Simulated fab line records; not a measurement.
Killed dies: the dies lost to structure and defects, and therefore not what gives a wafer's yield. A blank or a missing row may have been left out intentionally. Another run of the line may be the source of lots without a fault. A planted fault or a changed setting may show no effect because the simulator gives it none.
What tool caused it? | flow n5-finfet | 9 lots (26 wafers sampled), 1 step of a 1938-step route

WHAT THE GAUGES SHOWED, per wafer
N5_BEOL_M4_RC_MEAS_101.
lot  | measured     | on        | SS_N (mV/dec)
L715 | day 8 14:51  | prober-02 | 71.2 70.7 72.1
L718 | day 9 15:35  | prober-02 | 72.2 71.9 70.5
L720 | day 10 07:21 | prober-01 | 71.0 71.6 70.1
L721 | day 10 09:15 | prober-01 | 71.3 71.1 71.1
L722 | day 10 15:11 | prober-02 | 72.0 72.6 71.1
L723 | day 11 11:26 | prober-02 | 73.9 72.8
L729 | day 12 03:55 | prober-01 | 71.4 71.4 71.9
L730 | day 13 00:05 | prober-02 | 71.4 71.3 71.9
L733 | day 13 10:06 | prober-01 | 71.2 71.9 72.1

TOOL THAT RAN EACH LOT (tool first, then ch and the chambers of the sampled wafers, then the start)
The record shows no process step preceding these readings.

THE ANSWER, worked out from the rows above alone
Rule: what is usual is taken from the lots themselves. Put in order of their means at a reading, lots are off if they are a third of the lots or fewer, leave a main group of 4 or more, and stand apart from it by a gap of 3 or more times the standard deviation of the main group's means; of several such gaps the widest counts. A main group whose means are all the same, to the digits that the tables above print for the reading, isn't used. A lot without any number at a reading at which 4 lots or more have one is off too. Any other lot the step has rows for is counted as sound.
Off: L723, at N5_BEOL_M4_RC_MEAS_101 (SS_N). The main group: mean 71.5 mV/dec, standard deviation 0.3.
A tool fits if, at a process step before that reading, it ran every lot that is off, and no sound lot after the first of them. Those tools and the gauges at N5_BEOL_M4_RC_MEAS_101 are tried in the same way. Of those tried, none fits.

WHAT THE SIMULATOR HAD PUT IN
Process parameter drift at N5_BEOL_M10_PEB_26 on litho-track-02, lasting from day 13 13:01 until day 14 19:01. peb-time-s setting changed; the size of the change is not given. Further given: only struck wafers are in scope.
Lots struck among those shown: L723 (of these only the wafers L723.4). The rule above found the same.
